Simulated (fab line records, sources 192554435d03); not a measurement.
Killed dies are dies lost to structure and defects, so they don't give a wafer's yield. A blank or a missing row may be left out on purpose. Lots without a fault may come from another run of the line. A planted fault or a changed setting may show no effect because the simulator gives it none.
fab line records | flow n5_finfet
record lots=5 wafers=15 last_day=16
route steps=1938 shown HKMG_FIN@429 GATE_CUT@465 PASSIVATION@1936
lots that met no fault: from a run of the same line without faults
start_h: hours from the record's first day to the start of the lot's first wafer shown | wait_h: hours since the lot's step before | " the same as in the row above | L1.1+2: a row that stands for several wafers | - no value, or no start given | * or withheld: withheld | < > ~ a bound
route shown NAME@n: a module of which the file shows steps, and the number in the route of the first | usual: mean/standard deviation of fault-free wafers | same: alike in all rows | chamber/n: place in a boat | sites: the reading at each site | _std_site: their standard deviation | _edge_site: outer sites' mean less inner sites' | radius_mm: how far each site lies from the wafer's centre | mask NAME#n: copy n | behind: the tool/chamber that last shaped the wafer | hold: why the lot was held/for how many hours/how that ended | device: the transistor (n, p or np) that didn't switch | end of line: the same wafers' tests at the end of the route | a step without rows: its recipe alone | killed: dies lost to structure and defects at the first sort, not the wafer's yield | map: a wafer's dies, x killed, . not, _ none there
set.NAME: the setting as run; set.NAME@STEP: as run at that earlier step | model.NAME: the simulator's own value behind a step, which no gauge read
lots at some steps of the route; a table a step, a row a wafer
## steps
# step N5_HKMG_FIN_DEVELOP_11
# recipe develop_time_s=30 developer=TMAH resist=CAR-ArF dev_temp_c=23 rinse_liquid=diw dry=air_spin
# step N5_HKMG_FIN_DESCUM_17
# recipe chemistry=O2 time_s=7.9 source_power_w=50 bias_power_w=20 pressure_mtorr=20 rf_frequency_hz=2.712e+07 temp_c=40 resist=CAR-ArF o2_flow_sccm=225
# step N5_HKMG_FIN_ETCH_31
# recipe chemistry=CF4 target=SiARC target_depth_a=455 mask_material=CAR-ArF time_s=75.8 ion_energy_ev=80 pressure_mtorr=40 source_w=545 bias_w=36 Ar_flow_sccm=100 cf4_flow_sccm=100 ends=cleared
# step N5_HKMG_FIN_ETCH_32
# recipe chemistry=N2/H2 target=SOC target_depth_a=2400 temp_c=40 time_s=300 ion_energy_ev=200 mask_material=SiARC pressure_mtorr=30 source_w=840 bias_w=150 n2_flow_sccm=200 h2_flow_sccm=200
# step N5_HKMG_FIN_STRIP_33
# recipe chemistry=N2/H2 temp_c=40 n2_flow_sccm=200 h2_flow_sccm=200 rf_frequency_hz=6e+07
# step N5_HKMG_FIN_STRIP_34
# recipe chemistry=CF4 resist=SiARC power_w=300 bias_power_w=75 pressure_mtorr=50 cf4_flow_sccm=150 rf_frequency_hz=6e+07
# step N5_HKMG_FIN_ETCH_35
# recipe chemistry=N2/H2 target=SOC target_depth_a=2158 ion_energy_ev=65 bias_w=5 source_w=3000 time_s=243.4 pressure_mtorr=30 n2_flow_sccm=200 h2_flow_sccm=200
# step N5_HKMG_FIN_STRIP_92
# recipe chemistry=N2/H2 material=SOC time_s=20 power_w=500 temp_c=40 pressure_mtorr=50 rf_frequency_hz=6e+07 bias_power_w=8 h2_frac=0.5 n2_flow_sccm=300 h2_flow_sccm=300
# step N5_HKMG_FIN_WET_ETCH_18
# recipe chemistry=SC1 target=TiN mix=1:1:5 temp_c=* time_s=55 target_depth_nm=5.2 dry=ipa_marangoni rinse_time_s=30 rinse_temp_c=23
# step N5_HKMG_FIN_STRIP_19
# recipe chemistry=N2/H2 power_w=2500 temp_c=300 h2_frac=0.65 time_s=360 pressure_mtorr=withheld n2_flow_sccm=1750 h2_flow_sccm=3250
# usual drypump_motor_current_A=5.93/0.29 heater_power_w=456/51
# columns lot.wafer tool chamber start_h wait_h drypump_motor_current_A heater_power_w rf_hours_counter_h
L621.1 plasma_asher-01 1 87.34 0.0 5.76 433 40
L621.5 " 1 " " 5.74 433 -
L621.6 " 0 " " 5.67 423 -
L624.1 plasma_asher-02 0 105.88 0.0 5.95 415 89
L624.3 " 0 " " 5.90 436 -
L624.5 " 0 " " 5.89 422 -
L631.1 plasma_asher-02 1 154.13 0.0 6.40 544 100
L631.2 " 0 " " 5.89 421 100
L631.3 " 1 " " 6.41 565 -
L632.3 plasma_asher-02 0 156.27 0.1 5.91 423 -
L632.4 " 1 " " 6.40 542 -
L632.6 " 0 " " 5.90 423 -
L633.1 plasma_asher-02 0 165.45 0.0 5.89 434 102
L633.3 " 1 " " 6.39 556 -
L633.6 " 1 " " 6.39 533 -
# step N5_HKMG_FIN_ALD_91
# recipe material=TiN target_thk_a=10 temp_c=400 ald_precursor_family=TiCl4 ald_co_reactant=NH3 pulse_time_s=1 purge_time_s=3 co_reactant_purge_time_s=2 co_reactant_pulse_time_s=2 ald_cycles=47 pressure_torr=3
# step N5_HKMG_FIN_COAT_85
# recipe resist=SOC temp_c=250 time_s=60 spin_rpm=1500 resist_thk_nm=300
# step N5_HKMG_FIN_ETCH_86
# recipe chemistry=N2/H2 target=SOC target_depth_a=3932 stop_on=TiN ion_energy_ev=100 bias_w=61 pressure_mtorr=30 source_w=850 n2_flow_sccm=200 h2_flow_sccm=200
# step N5_HKMG_FIN_STRIP_89
# recipe chemistry=N2/H2 material=SOC time_s=20 power_w=500 temp_c=40 pressure_mtorr=50 rf_frequency_hz=6e+07 bias_power_w=8 h2_frac=0.5 n2_flow_sccm=300 h2_flow_sccm=300
# step N5_HKMG_FIN_WET_ETCH_87
# recipe chemistry=SC1 target=TiN mix=1:2:40 temp_c=50 time_s=154.2 target_depth_nm=4.7 dry=ipa_marangoni rinse_time_s=30 rinse_temp_c=23
# step N5_HKMG_FIN_STRIP_88
# recipe chemistry=N2/H2 power_w=2500 temp_c=300 h2_frac=0.65 time_s=360 pressure_mtorr=withheld n2_flow_sccm=1750 h2_flow_sccm=3250
# step N5_HKMG_FIN_NWFM_ALD_20
# recipe material=TiAlC target_thk_a=20 temp_c=300 ald_precursor_family=TiCl4 ald_co_reactant=TEA pulse_time_s=3 purge_time_s=2 co_reactant_purge_time_s=2 co_reactant_pulse_time_s=10 ald_cycles=7 pressure_torr=3
# step N5_HKMG_FIN_ALD_71
# recipe material=TiN target_thk_a=10 temp_c=400 ald_precursor_family=TiCl4 ald_co_reactant=NH3 pulse_time_s=1 purge_time_s=3 co_reactant_purge_time_s=2 co_reactant_pulse_time_s=2 ald_cycles=47 pressure_torr=3
# step N5_HKMG_FIN_COAT_66
# recipe resist=SOC temp_c=250 time_s=60 spin_rpm=1500 resist_thk_nm=300
# step N5_HKMG_FIN_ETCH_67
# recipe chemistry=N2/H2 target=SOC target_depth_a=3889 stop_on=TiN ion_energy_ev=100 bias_w=61 pressure_mtorr=30 source_w=850 n2_flow_sccm=200 h2_flow_sccm=200
# step N5_HKMG_FIN_STRIP_90
# recipe chemistry=N2/H2 material=SOC time_s=20 power_w=500 temp_c=40 pressure_mtorr=50 rf_frequency_hz=6e+07 bias_power_w=8 h2_frac=0.5 n2_flow_sccm=300 h2_flow_sccm=300
# step N5_HKMG_FIN_WET_ETCH_73
# recipe chemistry=SC1 mix=1:2:40 temp_c=50 time_s=42.3 target_depth_nm=1.3 dry=ipa_marangoni rinse_time_s=30 rinse_temp_c=23
# step N5_HKMG_FIN_ETCHBACK_68
# recipe chemistry=Cl2/Ar stop_on=HfO2 target_depth_a=5 pressure_mtorr=10 icp_w=600 bias_w=60 Cl2_flow_sccm=40 Ar_flow_sccm=60
# step N5_HKMG_FIN_STRIP_69
# recipe chemistry=N2/H2 power_w=2500 temp_c=300 h2_frac=0.65 time_s=360 pressure_mtorr=withheld n2_flow_sccm=1750 h2_flow_sccm=3250
# step N5_HKMG_FIN_ALD_21
# recipe material=TiN target_thk_a=15 temp_c=400 ald_precursor_family=TiCl4 ald_co_reactant=NH3 pulse_time_s=1 purge_time_s=3 co_reactant_purge_time_s=2 co_reactant_pulse_time_s=2 ald_cycles=68 pressure_torr=3
# step N5_HKMG_FIN_ALD_72
# recipe material=W target_thk_a=20 temp_c=300 pressure_torr=7.5 ald_precursor_family=WF6 ald_co_reactant=B2H6 pulse_time_s=1 purge_time_s=2 co_reactant_purge_time_s=2 co_reactant_pulse_time_s=3 ald_cycles=7
# step N5_HKMG_FIN_W_FILL_22
# recipe material=W target_thk_a=600 temp_c=400 pressure_torr=39.4 time_s=18.2
# step N5_HKMG_FIN_PRECLEAN_83
# recipe chemistry=DIW time_s=57.5 temp_c=23
# step N5_HKMG_FIN_SRD_84
# recipe dry_time_s=32 dry=n2_spin spin_rpm=1500
# step N5_HKMG_FIN_CMP_23
# recipe stop_on=SiNx t_overpolish_s=10 post_cmp_clean=rinse_only down_force_psi=4 platen_rpm=50.289 pad_velocity_m_s=1.0006 target_thk_nm=46.326
# step N5_HKMG_FIN_CMP_94
# recipe stop_on=SiNx post_cmp_clean=w_dilute_nh4oh t_overpolish_s=4.7 down_force_psi=4 platen_rpm=50.289 pad_velocity_m_s=1.0006 target_thk_nm=43.299
# step N5_GATE_CUT_ETCHBACK_00
# recipe chemistry=SF6/Cl2 target=W pressure_mtorr=8 icp_w=900 bias_w=80 SF6_flow_sccm=40 Cl2_flow_sccm=60
# step N5_GATE_CUT_ETCH_56
# recipe chemistry=Cl2/Ar target=TiN target_depth_a=216 pressure_mtorr=10 icp_w=600 bias_w=60 Cl2_flow_sccm=40 Ar_flow_sccm=60
# step N5_GATE_CUT_ETCHBACK_30
# recipe chemistry=Cl2/Ar target=TiN target_depth_a=30 mode=isotropic pressure_mtorr=10 icp_w=600 bias_w=60 Cl2_flow_sccm=40 Ar_flow_sccm=60
# step N5_GATE_CUT_VAPOR_ETCH_60
# recipe chemistry=BCl3/Cl2 target=HfO2 mode=isotropic
# step N5_GATE_CUT_ETCH_58
# recipe chemistry=CH3F/O2 target=SiNx target_depth_a=170 time_s=128.6 ion_energy_ev=50 pressure_mtorr=30 source_w=415 bias_w=21 Ar_flow_sccm=150 CH3F_flow_sccm=30 O2_flow_sccm=20
# step N5_GATE_CUT_STRIP_59
# recipe chemistry=N2/H2 time_s=20 power_w=100 temp_c=40 pressure_mtorr=100 rf_frequency_hz=6e+07 bias_power_w=3 n2_flow_sccm=300 h2_flow_sccm=300
# step N5_PASSIVATION_PROBE_49
# usual defect_limited_yield=91.1/1.5 killed_at_M0_to_M3=35/9.5 killed_at_M4_up=13/5.2 killed_at_contacts=12/6.1 killed_at_front_end=41/14 killed_at_other=3.8/2.9 killed_dies=105/17 killed_on_rim=13/4.1 killed_open=70/13 killed_short=33/8.4 sort_bin_5_function=5.1/0.97 sort_bin_6_memory=3.4/0.69 sort_n_pass=1075/17 sort_yield_pct=91.1/1.5
# same gross_dies=1180 killed_at_back_side=0 sort_bin_4_leakage[%]=0 sort_bin_8_speed[%]=0
# columns lot.wafer tool chamber start_h wait_h defect_limited_yield[%] killed_at_M0_to_M3 killed_at_M4_up killed_at_contacts killed_at_front_end killed_at_other killed_dies killed_on_rim killed_open killed_short sort_bin_5_function[%] sort_bin_6_memory[%] sort_n_pass sort_yield_pct[%]
L631.1 prober-01 - 355.17 0.0 83.1 41 10 13 129 6 199 31 68 37 9.2 4.0 981 83.1
L631.2 prober-01 - 355.22 0.1 80.8 21 12 30 161 2 226 26 72 29 12.8 3.9 954 80.8
L631.3 prober-01 - 355.27 0.1 84.0 24 8 23 131 3 189 35 76 16 10.3 2.8 991 84.0
L633.1 prober-01 - 369.44 0.0 81.6 26 14 8 162 7 217 29 55 28 11.0 3.8 963 81.6
L633.3 prober-01 - 369.54 0.1 84.0 38 10 9 131 1 189 32 61 33 8.2 4.0 991 84.0
L633.6 prober-01 - 369.69 0.3 82.5 40 13 6 148 0 207 28 53 44 9.9 5.0 973 82.5
L632.3 prober-01 - 374.07 0.1 79.5 29 9 16 185 3 242 38 70 39 12.9 3.4 938 79.5
L632.4 prober-01 - 374.12 0.2 82.0 31 7 7 159 8 212 32 66 36 9.7 4.6 968 82.0
L632.6 prober-01 - 374.22 0.3 79.0 36 13 17 180 2 248 33 73 43 11.5 4.8 932 79.0
# killed by level:class
L631.1 HKMG_FIN:unspecified=93 STI_FIN_REVEAL:geometric_particle:open=14 MOL_CONTACT_COAG:geometric_particle:open=10 FIN_SAQP:geometric_particle:open=7 BEOL_M3:geometric_particle:open=7 BEOL_M0_SAQP:geometric_particle:short=6 BEOL_M0_SAQP:geometric_particle:open=6 BEOL_M1:geometric_particle:open=6
L631.2 HKMG_FIN:unspecified=124 MOL_CONTACT_COAG:geometric_particle:open=19 STI_FIN_REVEAL:geometric_particle:open=17 MOL_CONTACT_COAG:geometric_particle:short=10 BEOL_M0_SAQP:geometric_particle:open=9 BEOL_M4:geometric_particle:open=8 BEOL_M1:geometric_particle:open=5 STI_FIN_REVEAL:geometric_particle:short=4
L631.3 HKMG_FIN:unspecified=96 MOL_CONTACT_COAG:geometric_particle:open=19 STI_FIN_REVEAL:geometric_particle:open=18 DUMMY_GATE:geometric_particle:open=7 BEOL_M3:geometric_particle:open=6 BEOL_M1:geometric_particle:open=6 BEOL_M0_SAQP:geometric_particle:open=4 MOL_CONTACT_COAG:geometric_particle:short=3
L633.1 HKMG_FIN:unspecified=134 MOL_CONTACT_COAG:geometric_particle:open=8 BEOL_M6:geometric_particle:open=7 BEOL_M0_SAQP:geometric_particle:short=6 FIN_SAQP:geometric_particle:open=5 BEOL_M3:geometric_particle:open=5 STI_FIN_REVEAL:geometric_particle:open=4 DUMMY_GATE:geometric_particle:open=4
L633.3 HKMG_FIN:unspecified=94 BEOL_M0_SAQP:geometric_particle:short=13 BEOL_M0_SAQP:geometric_particle:open=9 FIN_SAQP:geometric_particle:open=7 MOL_CONTACT_COAG:geometric_particle:open=7 BEOL_M1:geometric_particle:open=7 FIN_SAQP:geometric_particle:short=6 STI_FIN_REVEAL:geometric_particle:open=6
L633.6 HKMG_FIN:unspecified=106 FIN_SAQP:geometric_particle:short=11 BEOL_M1:geometric_particle:open=11 BEOL_M0_SAQP:geometric_particle:short=6 BEOL_M3:geometric_particle:open=6 STI_FIN_REVEAL:geometric_particle:open=5 MOL_CONTACT_COAG:geometric_particle:open=5 STARTING-WAFER:geometric_particle:short=5
L632.3 HKMG_FIN:unspecified=128 MOL_CONTACT_COAG:geometric_particle:open=14 STI_FIN_REVEAL:geometric_particle:open=12 BEOL_M3:geometric_particle:open=10 GATE_CUT:geometric_particle:open=8 FIN_SAQP:geometric_particle:short=7 GATE_CUT:geometric_particle:short=7 DUMMY_GATE:geometric_particle:open=5
L632.4 HKMG_FIN:unspecified=109 GATE_CUT:geometric_particle:short=10 STI_FIN_REVEAL:geometric_particle:open=9 MOL_CONTACT_COAG:geometric_particle:open=7 BEOL_M3:geometric_particle:open=7 BEOL_M3:geometric_particle:short=7 FIN_SAQP:geometric_particle:open=6 FIN_SAQP:geometric_particle:short=6
L632.6 HKMG_FIN:unspecified=128 MOL_CONTACT_COAG:geometric_particle:open=16 BEOL_M3:geometric_particle:open=10 STI_FIN_REVEAL:geometric_particle:open=9 BEOL_M3:geometric_particle:short=8 FIN_SAQP:geometric_particle:short=6 GATE_CUT:geometric_particle:short=6 STARTING-WAFER:geometric_particle:short=5
# map L631.2 (x killed, . not)
_________________......x.....________________
______________xx.x..x.....x....._____________
___________xxxxxxxxx.....x.........__________
__________xxxxxxxxxx................_________
________xxxxxxxxxxxx....x........x...._______
_______xxxxxxxxxxxx....................______
______.xxxxxxxxxxxxx...................._____
_____.xxxxxxxxxxxxxxx.................x..____
____x.xxxxxxxxxxxxx........x....x.........___
___.xxx..xxxxxxxxx..xx.x.............x.....__
___..x...x.xxxxxxx.....................x...__
__.....x.xxxxxx.xxx........x............xx.._
__...x....xxxx.x..x...x..............x......_
_x......x....x...x..........x....x.x.....x...
_.....x.......x..x...........................
_....x...............x.......x.x..x..........
_....x....x....x..x.x........................
_............x...x..x.x....x.................
_.x........x..x.......x........x.............
_.............x....x.......x...x....x.......x
_......x.............x.....x......x..........
__..x......................................._
__.....x.................x..........x..x...._
___..x........x.........x.....x...x.x.x....__
___..............x........x.x.......x..x...__
____....x.....x...........x.....x........x___
_____..............................x....x____
______x........x...........x............_____
_______...x.........x..x.......x.......______
________........x........x....x....x.._______
__________.............x.....x......_________
___________........................__________
______________........xx....x..._____________
_________________............________________
# map L632.6 (x killed, . not)
_________________.x..........________________
______________xx.....x.x.....x.._____________
___________xxxxxx.xx.....x.x.......__________
__________xxxxxxxxx..x............x._________
________xxxxxxxxxxxxx........x........_______
_______xxxxxxxxxxxxxx..x.......x.x..x..______
______xxxxxxxxxxxxx.xx.x.......x......x._____
_____.xxxxxxxxxxxxxxx.....x...........x.x____
____xxxxxxxxxxxxxxxx....xx................___
___....xxxxxxxxxxxxx..x...............x....__
___.x...xxxxxxxxxxx..........x............x__
__.x......x.xxxxx..x............x..........._
__..x.......xxx..xx......x......x..........._
_.........x....x.............................
_..........x..x......x..................x.x..
_.........................x.x..x.........xx..
_.....x..x...x..................x...x........
_........xx.............x..x....x.x....x.....
_.x..............x.....x....x.x..............
_......x..........x............x..........xx.
_....xx................................xx....
__...x...........................x.x....x..._
__..x.......x.x..............x........x..x.._
___.....................x.............x....__
___x........x.......................x......__
____.x.x......x....x.......x..............___
_____..x....x......x......xx...x...x.....____
______.x..........x.x....x.x..........x._____
_______.....x..x..x..x....x........xx..______
________.....x.....x...........xx....._______
__________...........x............x._________
___________...x..............x....x__________
______________.............x...._____________
_________________.x..........________________
## key
first_sign step=N5_PASSIVATION_PROBE_49 reading=killed_at_front_end direction=up sigmas=8.3 usual=41 struck=154
effect step=N5_PASSIVATION_PROBE_49 reading=defect_limited_yield direction=down sigmas=6.3 usual=91.1 struck=81.8
more_kills_born_at N5_HKMG_FIN_STRIP_19@plasma_asher-02=1012
met_at N5_HKMG_FIN_STRIP_19
struck_wafers L631.1,L631.2,L631.3,L632.3,L632.4,L632.6,L633.1,L633.3,L633.6
onset_between 105.88 154.13
also_fits time
fault kind=chamber_particle_source tool=plasma_asher-02 chamber=- onset_h=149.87 steps=N5_HKMG_FIN_STRIP_19 rate_per_visit_cm2=1.8196 end_h=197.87
